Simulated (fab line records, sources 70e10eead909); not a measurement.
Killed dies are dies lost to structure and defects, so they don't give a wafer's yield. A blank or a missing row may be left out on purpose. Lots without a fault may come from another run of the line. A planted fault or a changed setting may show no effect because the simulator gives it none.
Chamber matching | flow nand_harc | NHARC_A_M1_DESCUM_14 on rie_diel-02: 4 sister chambers
The step chemistry O2, time 3 s. 24 wafers are shown with their chamber, then 12 later ones without.

WAFERS WITH THEIR CHAMBER
wafer  | chamber | showerhead_plenum_p_Torr (Torr) | rf_vpp_V (V) | oes_product_au (a.u.)
L074.1 | 3       | 1.90                            | 56.4         | 1.008
L074.2 | 0       | 2.00                            | 57.7         | 1.008
L074.3 | 1       | 1.86                            | 57.2         | 1.012
L080.1 | 1       | 1.86                            | 58.0         | 1.008
L080.2 | 3       | 1.90                            | 58.9         | 1.013
L080.6 | 1       | 1.86                            | 58.2         | 1.015
L084.2 | 3       | 1.90                            | 56.5         | 1.018
L084.3 | 2       | 1.92                            | 58.0         | 1.013
L084.6 | 1       | 1.86                            | 57.6         | 1.007
L087.1 | 1       | 1.85                            | 57.0         | 1.016
L087.2 | 2       | 1.92                            | 57.7         | 1.004
L087.4 | 3       | 1.90                            | 58.7         | 1.008
L089.1 | 3       | 1.90                            | 58.3         | 1.005
L089.2 | 1       | 1.85                            | 56.7         | 1.002
L089.6 | 2       | 1.92                            | 57.1         | 1.009
L088.2 | 0       | 2.00                            | 58.2         | 0.996
L088.4 | 2       | 1.92                            | 56.9         | 0.995
L088.5 | 3       | 1.90                            | 57.0         | 1.006
L090.1 | 1       | 1.85                            | 56.8         | 1.004
L090.3 | 0       | 2.00                            | 59.1         | 1.001
L090.6 | 3       | 1.90                            | 56.9         | 1.007
L091.2 | 2       | 1.92                            | 58.1         | 1.006
L091.3 | 1       | 1.85                            | 57.5         | 1.007
L091.4 | 0       | 2.00                            | 59.4         | 0.998

SIGNATURES (means of the wafers above)
reading                  | chamber 0 | chamber 1 | chamber 2 | chamber 3 | scatter within a chamber
showerhead_plenum_p_Torr | 2.0000    | 1.8550    | 1.9200    | 1.9000    | 0.00316
rf_vpp_V                 | 58.600    | 57.375    | 57.560    | 57.529    | 0.773
oes_product_au           | 1.00075   | 1.00887   | 1.00540   | 1.00929   | 0.00533
Rule: a wafer's distance from a chamber is the root of the sum, over the readings, of the square of ((its reading less the chamber's mean) divided by the reading's scatter). The wafer belongs to the nearest chamber; if the next one is less than 2 further off, it can't be placed. The scatter: the root of (the sum of the squares of (reading less its chamber's mean) over the shown wafers, divided by (wafers less chambers)).

WAFERS WITHOUT THEIR CHAMBER
wafer  | showerhead_plenum_p_Torr (Torr) | rf_vpp_V (V) | oes_product_au (a.u.)
L092.2 | 2.00                            | 58.8         | 0.986
L092.3 | 1.85                            | 58.1         | 1.005
L092.4 | 1.92                            | 57.3         | 0.995
L093.1 | 1.85                            | 57.1         | 1.015
L093.3 | 1.92                            | 55.7         | 0.996
L093.4 | 2.00                            | 59.9         | 1.011
L096.1 | 2.00                            | 57.6         | 1.003
L096.2 | 1.92                            | 56.9         | 1.004
L096.5 | 1.90                            | 57.4         | 1.009
L094.1 | 1.90                            | 58.7         | 1.004
L094.3 | 2.00                            | 57.2         | 1.000
L094.6 | 1.90                            | 57.8         | 1.007

WHICH CHAMBER EACH WENT THROUGH
wafer  | from the rows above | in truth
L092.2 | 0                   | 0
L092.3 | 1                   | 1
L092.4 | 2                   | 2
L093.1 | 1                   | 1
L093.3 | 2                   | 2
L093.4 | 0                   | 0
L096.1 | 0                   | 0
L096.2 | 2                   | 2
L096.5 | 3                   | 3
L094.1 | 3                   | 3
L094.3 | 0                   | 0
L094.6 | 3                   | 3
Placed correctly: 12 of 12. Can't be placed from these rows: 0. Placed wrongly: 0.
